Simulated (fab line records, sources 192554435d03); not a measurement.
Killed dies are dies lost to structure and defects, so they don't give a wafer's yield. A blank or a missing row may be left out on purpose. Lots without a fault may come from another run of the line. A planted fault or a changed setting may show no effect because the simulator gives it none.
Chamber matching | flow n5_finfet | N5_BEOL_M0_SAQP_STRIP_75 on rie_diel-03: 4 sister chambers
The step strips in CF4. 14 wafers are shown with their chamber, then 7 later ones without.

WAFERS WITH THEIR CHAMBER
wafer  | chamber | showerhead_plenum_p_Torr (Torr) | throttle_valve_pct (%) | oes_product_au (a.u.)
L076.1 | 1       | 1.89                            | 13.38                  | 0.204
L076.2 | 3       | 1.79                            | 13.85                  | 0.166
L076.3 | 2       | 1.90                            | 13.31                  | 0.201
L076.4 | 1       | 1.89                            | 13.38                  | 0.195
L076.5 | 2       | 1.90                            | 13.31                  | 0.207
L076.6 | 3       | 1.79                            | 13.87                  | 0.166
L078.4 | 3       | 1.79                            | 13.87                  | 0.166
L078.5 | 0       | 1.77                            | 13.39                  | 0.225
L078.6 | 1       | 1.89                            | 13.42                  | 0.195
L082.2 | 2       | 1.90                            | 13.35                  | 0.199
L082.3 | 3       | 1.79                            | 13.89                  | 0.161
L082.4 | 0       | 1.77                            | 13.42                  | 0.221
L087.1 | 3       | 1.79                            | 13.93                  | 0.161
L087.2 | 0       | 1.76                            | 13.44                  | 0.219

SIGNATURES (means of the wafers above)
reading                  | chamber 0 | chamber 1 | chamber 2 | chamber 3 | scatter within a chamber
showerhead_plenum_p_Torr | 1.7667    | 1.8900    | 1.9000    | 1.7900    | 0.00258
throttle_valve_pct       | 13.4167   | 13.3933   | 13.3233   | 13.8820   | 0.0266
oes_product_au           | 0.22167   | 0.19800   | 0.20233   | 0.16400   | 0.00371
Rule: a wafer's distance from a chamber is the root of the sum, over the readings, of the square of ((its reading less the chamber's mean) divided by the reading's scatter). The wafer belongs to the nearest chamber; if the next one is less than 2 further off, it can't be placed. The scatter: the root of (the sum of the squares of (reading less its chamber's mean) over the shown wafers, divided by (wafers less chambers)).

WAFERS WITHOUT THEIR CHAMBER
wafer  | showerhead_plenum_p_Torr (Torr) | throttle_valve_pct (%) | oes_product_au (a.u.)
L087.3 | 1.89                            | 13.44                  | 0.192
L089.1 | 1.90                            | 13.37                  | 0.199
L089.2 | 1.89                            | 13.47                  | 0.185
L089.5 | 1.89                            | 13.46                  | 0.197
L093.1 | 1.89                            | 13.39                  | 0.198
L093.3 | 1.88                            | 13.49                  | 0.189
L093.4 | 1.90                            | 13.36                  | 0.195

WHICH CHAMBER EACH WENT THROUGH
wafer  | from the rows above     | in truth
L087.3 | 1                       | 1
L089.1 | 2                       | 2
L089.2 | 1                       | 1
L089.5 | 1                       | 1
L093.1 | 1                       | 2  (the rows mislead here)
L093.3 | 1                       | 1
L093.4 | can't be placed: 2 or 1 | 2
Placed correctly: 5 of 7. Can't be placed from these rows: 1 (the true chamber is among the candidates in 1). Placed wrongly: 1.
